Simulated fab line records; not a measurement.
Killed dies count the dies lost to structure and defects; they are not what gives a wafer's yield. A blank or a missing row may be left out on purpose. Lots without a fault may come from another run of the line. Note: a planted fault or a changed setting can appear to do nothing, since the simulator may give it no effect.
fab line records	flow n5_finfet
record: lots: 9	wafers: 27	last_day: 19
route steps=1938 shown HKMG_FIN@428 BEOL_M4@1111 PASSIVATION@1936
lots that met no fault: from a run of the same line without faults
start_h: start of the lot's first displayed wafer, in hours after the record's first day	wait_h: time in hours since the lot's previous step	" as in the row above	L1.1+2: a single row standing in for several wafers	- no value, or no start was given	* or withheld: withheld	< > ~ a bound
route shown NAME@n: a module of which the file shows steps, and the number in the route of the first	usual: the fault-free wafers' mean and standard deviation	same: alike in all rows	chamber/n: place in a boat	sites: each site's reading	_std_site: their standard deviation	_edge_site: outer sites' mean less inner sites'	radius_mm: how far each site lies from the wafer's centre	mask NAME#n: copy n	behind: the last tool/chamber to shape the wafer	hold: cause of the lot's hold/its duration in hours/its outcome	device: whichever transistor did not switch (one of n, p or np)	end of line: the tests these same wafers got at the end of their route	where a step has no rows: the recipe by itself	killed: not the wafer's yield, but the dies lost to structure and defects at the first sort	map: shows each die of a wafer: x if killed, . if not, _ if none is there
set.NAME: the setting as run; set.NAME@STEP: as run at that earlier step	model.NAME: the simulator's own value behind a step, which no gauge read
route steps across a sampled set of lots; one table per step, one row per wafer
services: a tool's chamber out of use, with start hour (start_h, from the record's first day; less than 0 if before it), hours out, and reason
== steps ==
step: N5_HKMG_FIN_PEB_10
recipe: peb_temp_c: withheld	peb_time_s: 60	resist: CAR-ArF
lot.wafer	tool	chamber	start_h	wait_h
L925.1+3+5	litho_track-01	0	79.92	0.1
L926.2+4+5	litho_track-05	0	85.12	0.0
L928.2+4+5	litho_track-05	0	96.03	0.0
L929.1+3+5	litho_track-05	0	99.59	0.1
L933.2+3+4	litho_track-01	0	121.98	0.0
L939.2+3+5	litho_track-01	0	164.13	0.0
L943.2+4+6	litho_track-05	0	185.68	0.0
L944.2+3+6	litho_track-02	0	192.53	0.0
L948.1+3+6	litho_track-05	0	224.04	0.1
step: N5_HKMG_FIN_CD_MEAS_12
recipe: target_cd_nm: 92.8	landing_energy_ev: 500	detector: se_inlens
usual: cd_nm: 92.5/0.61
lot.wafer	tool	chamber	start_h	wait_h	cd_nm
L925.1	cd_sem-01	0	79.98	-	92.5
L925.3	"	0	"	"	92.9
L925.5	"	0	"	"	91.9
L926.2	cd_sem-01	0	85.19	-	92.8
L926.4	"	0	"	"	92.4
L926.5	"	0	"	"	93.1
L928.2	cd_sem-02	0	96.10	-	93.0
L928.4	"	0	"	"	93.1
L928.5	"	0	"	"	92.3
L929.1	cd_sem-03	0	99.65	-	92.6
L929.3	"	0	"	"	92.7
L929.5	"	0	"	"	92.8
L933.2	cd_sem-02	0	122.05	-	92.5
L933.3	"	0	"	"	92.4
L933.4	"	0	"	"	92.2
L939.2	cd_sem-01	0	164.20	-	92.2
L939.3	"	0	"	"	92.5
L939.5	"	0	"	"	102.6
L943.2	cd_sem-01	0	185.74	-	93.2
L943.4	"	0	"	"	92.3
L943.6	"	0	"	"	92.2
L944.2	cd_sem-01	0	192.60	-	92.6
L944.3	"	0	"	"	92.4
L944.6	"	0	"	"	91.9
L948.1	cd_sem-02	0	224.11	-	93.1
L948.3	"	0	"	"	91.5
L948.6	"	0	"	"	91.7
step: N5_HKMG_FIN_ETCH_31
recipe: chemistry: CF4	target: SiARC	target_depth_a: 455	mask_material: CAR-ArF	time_s: 75.8	ion_energy_ev: 80	pressure_mtorr: 40	source_w: 545	bias_w: 36	Ar_flow_sccm: 100	cf4_flow_sccm: 100	ends: cleared
usual: drypump_motor_current_A: 5.9/0.43	etch_rf_on_time_s: 75.9/2.5	oes_product_au: 0.69/0.077	rf_vpp_V: 184.1/1.3	showerhead_plenum_p_Torr: 2.15/0.085	throttle_valve_pct: 15.60/0.24
lot.wafer	tool	chamber	start_h	wait_h	drypump_motor_current_A	etch_rf_on_time_s	oes_product_au	rf_hours_counter_h	rf_vpp_V	showerhead_plenum_p_Torr	throttle_valve_pct
L925.1	rie_diel-02	2	80.11	0.0	6.0	71.6	0.72	87	185.1	2.26	15.45
L925.3	"	1	"	"	6.2	74.8	0.59	232	182.4	2.03	15.67
L925.5	"	2	"	"	6.0	72.3	0.73	-	185.7	2.26	15.46
L926.2	rie_diel-04	1	85.61	0.0	6.3	74.8	0.79	24	182.5	2.20	15.59
L926.4	"	3	"	"	5.3	71.6	0.82	-	183.9	2.10	15.21
L926.5	"	1	"	"	6.3	73.9	0.80	-	185.7	2.20	15.60
L928.2	rie_diel-02	2	96.44	0.0	6.0	71.3	0.72	93	184.8	2.26	15.46
L928.4	"	1	"	"	6.2	74.4	0.60	238	181.5	2.03	15.69
L928.5	"	2	"	"	6.0	71.4	0.71	-	182.3	2.26	15.46
L929.1	rie_diel-02	2	99.79	0.0	6.0	71.3	0.72	94	184.9	2.26	15.46
L929.3	"	1	"	"	6.2	75.0	0.60	239	182.6	2.02	15.71
L929.5	"	0	"	"	6.4	76.8	0.64	-	183.9	2.06	15.73
L933.2	rie_diel-04	0	122.62	0.0	6.3	74.8	0.83	5	184.4	2.11	15.29
L933.3	"	1	"	"	6.3	72.8	0.78	35	184.2	2.19	15.60
L933.4	"	3	"	"	5.3	71.3	0.79	25	183.8	2.10	15.23
L939.2	rie_diel-02	2	164.55	0.0	6.0	71.3	0.70	120	186.3	2.25	15.52
L939.3	"	3	"	"	6.3	76.5	0.76	38	185.4	2.18	15.50
L939.5	"	3	"	"	6.3	76.5	0.75	-	184.9	2.18	15.50
L943.2	rie_diel-03	3	186.94	0.0	5.4	76.7	0.71	48	185.6	2.25	15.28
L943.4	"	2	"	"	5.1	79.7	0.59	202	182.8	2.12	15.62
L943.6	"	2	"	"	5.1	80.1	0.60	-	184.3	2.12	15.64
L944.2	rie_diel-03	2	193.51	0.0	5.1	80.6	0.59	205	184.2	2.12	15.63
L944.3	"	1	"	"	5.9	77.2	0.71	62	185.3	2.19	15.92
L944.6	"	1	"	"	5.9	78.9	0.70	-	183.1	2.19	15.90
L948.1	rie_diel-02	0	224.23	0.0	6.3	76.8	0.60	205	185.2	2.04	15.83
L948.3	"	1	"	"	6.2	75.7	0.74	29	184.9	2.26	15.28
L948.6	"	1	"	"	6.2	75.1	0.75	-	185.8	2.26	15.28
step: N5_HKMG_FIN_STRIP_19
recipe: chemistry: N2/H2	power_w: 2500	temp_c: 300	h2_frac: 0.65	time_s: 360	pressure_mtorr: withheld	n2_flow_sccm: 1750	h2_flow_sccm: 3250
usual: drypump_motor_current_A: 5.5/0.45	heater_power_w: 495/17
lot.wafer	tool	chamber	start_h	wait_h	drypump_motor_current_A	heater_power_w	rf_hours_counter_h
L925.1	plasma_asher-02	1	80.67	0.0	6.1	507	85
L925.3	"	0	"	"	5.3	507	-
L925.5	"	1	"	"	6.1	537	-
L926.2	plasma_asher-02	1	86.18	0.0	6.2	508	87
L926.4	"	1	"	"	6.1	499	-
L926.5	"	0	"	"	5.3	501	-
L928.2	plasma_asher-01	1	97.00	0.0	5.8	460	38
L928.4	"	0	"	"	5.0	504	-
L928.5	"	1	"	"	5.7	467	-
L929.1	plasma_asher-01	1	100.35	0.0	5.8	481	39
L929.3	"	0	"	"	4.9	502	-
L929.5	"	1	"	"	5.8	469	-
L933.2	plasma_asher-01	1	123.18	0.0	5.8	475	43
L933.3	"	0	"	"	5.0	508	-
L933.4	"	1	"	"	5.8	450	-
L939.2	plasma_asher-02	1	165.11	0.0	6.2	501	102
L939.3	"	1	"	"	6.1	500	-
L939.5	"	0	"	"	5.3	498	-
L943.2	plasma_asher-01	0	187.50	0.0	5.0	504	56
L943.4	"	1	"	"	5.8	462	-
L943.6	"	1	"	"	5.8	461	-
L944.2	plasma_asher-01	0	194.07	0.0	4.9	502	57
L944.3	"	0	"	"	5.0	501	-
L944.6	"	1	"	"	5.8	456	-
L948.1	plasma_asher-02	1	224.80	0.0	6.1	512	113
L948.3	"	0	"	"	5.3	498	-
L948.6	"	0	"	"	5.3	502	-
step: N5_HKMG_FIN_ETCH_86
recipe: chemistry: N2/H2	target: SOC	target_depth_a: 3932	stop_on: TiN	ion_energy_ev: 100	bias_w: 61	pressure_mtorr: 30	source_w: 850	n2_flow_sccm: 200	h2_flow_sccm: 200
usual: drypump_motor_current_A: 5.8/0.44	oes_product_au: 0.81/0.087	rf_vpp_V: 240.8/1.6	showerhead_plenum_p_Torr: 2.56/0.11	throttle_valve_pct: 17.79/0.23
lot.wafer	tool	chamber	start_h	wait_h	drypump_motor_current_A	oes_product_au	rf_hours_counter_h	rf_vpp_V	showerhead_plenum_p_Torr	throttle_valve_pct
L925.1	rie_diel-03	1	81.39	-	5.9	0.91	15	240.9	2.58	17.77
L925.3	"	2	"	"	5.1	0.74	159	240.9	2.56	17.97
L925.5	"	3	"	"	5.4	0.94	-	242.6	2.72	17.48
L926.2	rie_diel-03	0	86.90	-	5.7	0.71	205	237.0	2.40	17.93
L926.4	"	1	"	"	5.9	0.91	17	242.3	2.58	17.78
L926.5	"	1	"	"	5.9	0.91	-	240.8	2.58	17.78
L928.2	rie_diel-02	2	97.79	-	6.0	0.81	93	240.7	2.67	17.58
L928.4	"	0	"	"	6.4	0.75	146	237.5	2.45	17.98
L928.5	"	2	"	"	6.0	0.81	-	243.1	2.67	17.61
L929.1	rie_diel-03	0	101.07	-	5.6	0.71	210	237.7	2.40	17.95
L929.3	"	2	"	"	5.1	0.73	166	241.5	2.55	17.99
L929.5	"	2	"	"	5.1	0.73	-	240.0	2.55	17.98
L933.2	rie_diel-04	2	123.95	-	6.3	0.71	198	240.2	2.41	18.18
L933.3	"	3	"	"	5.3	0.89	26	241.2	2.48	17.37
L933.4	"	1	"	"	6.3	0.90	36	243.0	2.59	17.71
L939.2	rie_diel-03	3	165.83	-	5.4	0.86	37	242.7	2.71	17.55
L939.3	"	1	"	"	5.9	0.85	48	240.8	2.57	17.84
L939.5	"	1	"	"	5.9	0.86	-	241.3	2.57	17.84
L943.2	rie_diel-02	1	188.60	-	6.2	0.90	12	242.5	2.72	17.59
L943.4	"	1	"	"	6.2	0.90	-	243.6	2.72	17.58
L943.6	"	2	"	"	6.0	0.76	-	241.6	2.65	17.65
L944.2	rie_diel-03	3	194.81	-	5.4	0.83	53	241.5	2.70	17.56
L944.3	"	0	"	"	5.7	0.68	244	240.4	2.38	17.98
L944.6	"	0	"	"	5.7	0.69	-	238.1	2.38	17.99
L948.1	rie_diel-04	2	225.84	-	6.3	0.70	218	239.4	2.40	18.22
L948.3	"	3	"	"	5.3	0.85	47	240.7	2.47	17.40
L948.6	"	0	"	"	6.3	0.90	-	238.9	2.48	17.42
step: N5_BEOL_M4_RC_MEAS_101
usual: DIBL_N: 36.3/1.9	DIBL_P: 36.0/2.1	IOFF_N: 0.16/0.031	IOFF_P: 0.21/0.035	ION_N: 675/14	ION_P: 464/8.5	SS_N: 71.5/0.6	SS_P: 73.3/0.72	VT_N: 250/3.2	VT_P: -250/3.1
lot.wafer	tool	chamber	start_h	wait_h	DIBL_N[mV/V]	DIBL_P[mV/V]	IOFF_N[nA/um]	IOFF_P[nA/um]	ION_N[uA/um]	ION_P[uA/um]	SS_N[mV/dec]	SS_P[mV/dec]	VT_N[mV]	VT_P[mV]
L925.1	prober-02	0	162.43	0.0	37.9	38.3	0.19	0.27	683	472	71.8	74.1	247	-245
L925.3	"	0	"	"	38.2	39.7	0.21	0.31	705	484	71.7	74.4	245	-244
L925.5	"	0	"	"	37.5	38.2	0.19	0.27	688	470	71.7	74.0	245	-246
L926.2	prober-02	0	173.52	0.2	33.9	34.2	0.12	0.18	658	458	71.0	72.4	252	-251
L926.4	"	0	"	"	36.2	36.9	0.16	0.23	668	462	71.5	73.3	250	-248
L926.5	"	0	"	"	35.7	35.3	0.14	0.21	656	454	70.8	72.4	252	-249
L928.2	prober-01	0	183.01	0.2	34.5	36.0	0.14	0.19	691	475	70.4	73.7	249	-252
L928.4	"	0	"	"	34.5	36.8	0.14	0.20	673	464	70.9	74.3	251	-250
L928.5	"	0	"	"	39.1	41.7	0.24	0.29	698	470	71.9	74.9	242	-247
L929.1	prober-02	0	186.04	0.0	36.8	36.4	0.15	0.20	654	452	72.1	73.0	254	-254
L929.3	"	0	"	"	35.1	34.4	0.13	0.18	664	455	70.7	72.6	253	-253
L929.5	"	0	"	"	34.9	34.6	0.13	0.18	668	459	71.4	73.1	253	-253
L933.2	prober-01	0	202.23	0.2	33.6	31.7	0.10	0.16	667	464	70.8	71.8	257	-254
L933.3	"	0	"	"	36.4	35.0	0.14	0.21	675	462	72.4	72.9	252	-248
L933.4	"	0	"	"	35.0	34.1	0.12	0.20	663	462	70.9	72.1	255	-249
L939.2	prober-01	0	285.25	0.2	37.7	35.8	0.17	0.22	691	473	72.6	73.5	248	-246
L939.3	"	0	"	"	36.4	34.5	0.15	0.19	675	462	72.1	72.9	250	-251
L939.5	"	0	"	"	37.2	34.4	0.16	0.19	676	460	72.3	72.9	251	-251
L943.2	prober-02	0	307.71	0.2	37.5	35.8	0.16	0.21	694	471	71.5	74.1	249	-249
L943.4	"	0	"	"	39.9	38.6	0.21	0.25	683	462	72.6	74.0	245	-247
L943.6	"	0	"	"	40.5	39.5	0.24	0.27	715	481	72.2	74.0	244	-245
L944.2	prober-01	0	321.02	0.2	36.4	36.4	0.18	0.21	668	460	72.1	73.0	249	-249
L944.3	"	0	"	"	36.8	38.3	0.19	0.24	685	466	71.9	74.0	247	-248
L944.6	"	0	"	"	36.2	37.6	0.18	0.25	681	469	71.6	74.3	246	-246
L948.1	prober-01	0	340.67	0.0	36.2	36.7	0.15	0.21	668	460	71.1	73.1	250	-249
L948.3	"	0	"	"	36.5	36.7	0.15	0.21	668	458	70.7	73.2	251	-248
L948.6	"	0	"	"	36.9	37.3	0.16	0.21	665	457	71.4	74.1	251	-250
step: N5_PASSIVATION_PROBE_49
usual: defect_limited_yield: 91.0/1.5	killed_at_M0_to_M3: 32/9.6	killed_at_M4_up: 13/4.7	killed_at_contacts: 13/7.2	killed_at_front_end: 44/13	killed_at_other: 4/3.4	killed_dies: 106/18	killed_open: 70/13	killed_short: 35/8	sort_bin_5_function: 5.3/0.97	sort_bin_6_memory: 3.4/0.73	sort_n_pass: 1074/18	sort_yield_pct: 91.0/1.5
same: gross_dies: 1180	killed_at_back_side: 0	sort_bin_4_leakage[%]: 0	sort_bin_8_speed[%]: 0
lot.wafer	tool	chamber	start_h	wait_h	defect_limited_yield[%]	killed_at_M0_to_M3	killed_at_M4_up	killed_at_contacts	killed_at_front_end	killed_at_other	killed_dies	killed_open	killed_short	sort_bin_5_function[%]	sort_bin_6_memory[%]	sort_n_pass	sort_yield_pct[%]
L939.5	prober-02	-	376.10	0.2	93.1	22	15	14	29	1	81	46	23	3.2	2.6	1099	93.1
killed by level:class
L939.5 MOL_CONTACT_COAG:geometric_particle:open=12 HKMG_FIN:area_peb=9 BEOL_M0_SAQP:geometric_particle:open=8 BEOL_M0_SAQP:geometric_particle:short=7 FIN_SAQP:geometric_particle:open=6 BEOL_M4:geometric_particle:open=6 BEOL_M3:geometric_particle:open=4 STARTING-WAFER:geometric_particle:short=3
== services ==
tool	chamber	start_h	hours	kind
rie_diel-04	0	82.80	-	clean
rie_diel-04	0	82.80	-	consumable_replace:focus_ring
rie_diel-04	0	82.80	22.1	scheduled_down
rie_diel-04	0	82.80	22.1	vent_cycle
litho_track-05	-	95.21	-	consumable_replace:filter
rie_diel-04	1	98.25	7.9	repair
litho_track-05	-	101.90	-	consumable_replace:filter
rie_diel-04	-	101.94	0.2	repair
rie_diel-03	2	103.38	6.4	repair
rie_diel-03	0	107.48	11.9	repair
rie_diel-04	0	111.02	1.2	repair
plasma_asher-01	-	121.47	0.7	repair
plasma_asher-01	-	129.22	2.8	pm
rie_diel-02	1	132.22	-	clean
rie_diel-02	1	132.22	-	consumable_replace:focus_ring
rie_diel-02	1	132.22	-	consumable_replace:showerhead
rie_diel-02	1	132.22	12.2	scheduled_down
rie_diel-02	1	132.22	12.2	vent_cycle
rie_diel-02	1	162.01	21.4	repair
litho_track-01	-	166.82	-	consumable_replace:filter
rie_diel-02	3	179.16	26.0	repair
rie_diel-04	-	181.13	14.6	pm
== key ==
first_sign: step: N5_HKMG_FIN_CD_MEAS_12	reading: cd_nm	direction: up	sigmas: 17	usual: 92.5	struck: 102.6
effect none on later readings
met_at N5_HKMG_FIN_PEB_10
struck_lots L939
struck_wafers L939.5
not_acting_at N5_HKMG_FIN_ETCH_31,N5_HKMG_FIN_STRIP_19,N5_HKMG_FIN_ETCH_86
onset_between 121.98 164.13
fault: kind: process_parameter_drift	tool: litho_track-01	chamber: -	onset_h: 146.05	steps: N5_HKMG_FIN_PEB_10	channel: peb_time_s	offset: *	shape: step	end_h: 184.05	scope: struck_wafers_only	acts_in: *	stated: *
